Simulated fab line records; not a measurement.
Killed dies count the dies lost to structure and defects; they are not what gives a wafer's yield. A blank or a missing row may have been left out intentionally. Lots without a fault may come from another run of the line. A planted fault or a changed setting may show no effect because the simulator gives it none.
Split-lot study | flow n5 finfet | on a route of 1938 steps: 7 lots, 21 wafers read

== ON THE SPLIT ==
At N5_FIN_SAQP_COAT_68 (time 60 s, resist thk 100 nm), the setting spin rpm was moved away from the recipe's 1500 rpm on 7 of the 21 wafers read, by -9.5% to +6.9%. For the rest of the wafers, this setting stayed at what the recipe calls for.

The reading comes from the split's own step.

== THE READING ==
SOC_of_FIN_SAQP_COAT_68.thk nm (the simulator's own value, which no gauge read), in nm, at N5_FIN_SAQP_COAT_68 (time 60 s, resist thk 100 nm). The file gives no usual value for it. Average 99.9 nm, standard deviation 0.16 nm, over the 14 wafers here run with the recipe.

wafer  | tool, chamber at the split | spin rpm as run, rpm | against the recipe | SOC_of_FIN_SAQP_COAT_68.thk nm, nm | against lot-mates on the recipe
L083.2 | litho track-02, 0          | 1500                 | recipe             | 99.6                               | -
L083.5 | litho track-02, 0          | 1438                 | -4.1%              | 101.4                              | +1.8
L083.6 | litho track-02, 0          | 1438                 | -4.1%              | 101.8                              | +2.2
L084.2 | litho track-05, 0          | 1357                 | -9.5%              | 104.8                              | +4.8
L084.4 | litho track-05, 0          | 1357                 | -9.5%              | 105                                | +5.0
L084.5 | litho track-05, 0          | 1500                 | recipe             | 100                                | -
L086.1 | litho track-02, 0          | 1500                 | recipe             | 100                                | -
L086.4 | litho track-02, 0          | 1500                 | recipe             | 100                                | -
L086.6 | litho track-02, 0          | 1500                 | recipe             | 100                                | -
L089.1 | litho track-03, 0          | 1500                 | recipe             | 100                                | -
L089.4 | litho track-03, 0          | 1500                 | recipe             | 100                                | -
L089.5 | litho track-03, 0          | 1500                 | recipe             | 99.8                               | -
L091.1 | litho track-02, 0          | 1603                 | +6.9%              | 96.6                               | -3.1
L091.2 | litho track-02, 0          | 1500                 | recipe             | 99.8                               | -
L091.3 | litho track-02, 0          | 1500                 | recipe             | 99.6                               | -
L093.1 | litho track-05, 0          | 1500                 | recipe             | 100                                | -
L093.6 | litho track-05, 0          | 1500                 | recipe             | 100                                | -
L093.4 | litho track-05, 0          | 1365                 | -9.0%              | 104.6                              | +4.6
L096.4 | litho track-02, 0          | 1500                 | recipe             | 100                                | -
L096.5 | litho track-02, 0          | 1500                 | recipe             | 100.2                              | -
L096.6 | litho track-02, 0          | 1571                 | +4.7%              | 97.6                               | -2.5

FIT RESULTS
A straight line over all 21 wafers: SOC_of_FIN_SAQP_COAT_68.thk nm changes by -0.504 nm for each +1% of spin rpm; r = -0.99; the points scatter about the line by 0.22 nm.
The same after taking each lot's own level away (the mean of its wafers on the recipe; 21 wafers): -0.502 nm for each +1%; r = -1.00; scatter 0.13 nm.
That fit puts the effect of the largest move of spin rpm on the reading at 4.8 nm.
The span of the lots' own levels, 99.60 to 100.10 nm, comes to 3.1 times the standard deviation stated above.
Consequently the slope shifts little with the lot-to-lot level, the two slopes agreeing.
Check: +4.81 nm against its lot-mates is what the line predicts for one of the wafers moved furthest among these (-9.5%) when that wafer is left out of the fit. Against them it came out at +4.8 nm.

== OTHER SPLITS APPLIED TO THESE WAFERS ==
Before the reading, these wafers also passed through other splits. Each is held against what the fit with the lots' levels taken away leaves over:
other split on the same wafers           | wafers away from the commonest value | r with SOC_of_FIN_SAQP_COAT_68.thk nm (lot level and that fit taken away)
N5_ZERO_LAYER_PECVD_02 time s            | 3                                    | -0.24
N5_ZERO_LAYER_DEVELOP_10 develop time s  | 8                                    | +0.07
N5_PMOS_HMC_CHANNEL_EPI_HM_DEP_34 time s | 4                                    | +0.14
N5_PMOS_HMC_CHANNEL_EPI_COAT_31 spin rpm | 5                                    | -0.01

== THE FILE'S OWN FIT ==
SOC_of_FIN_SAQP_COAT_68.thk nm changes by -0.501 nm for each +1% of spin rpm, r = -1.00.
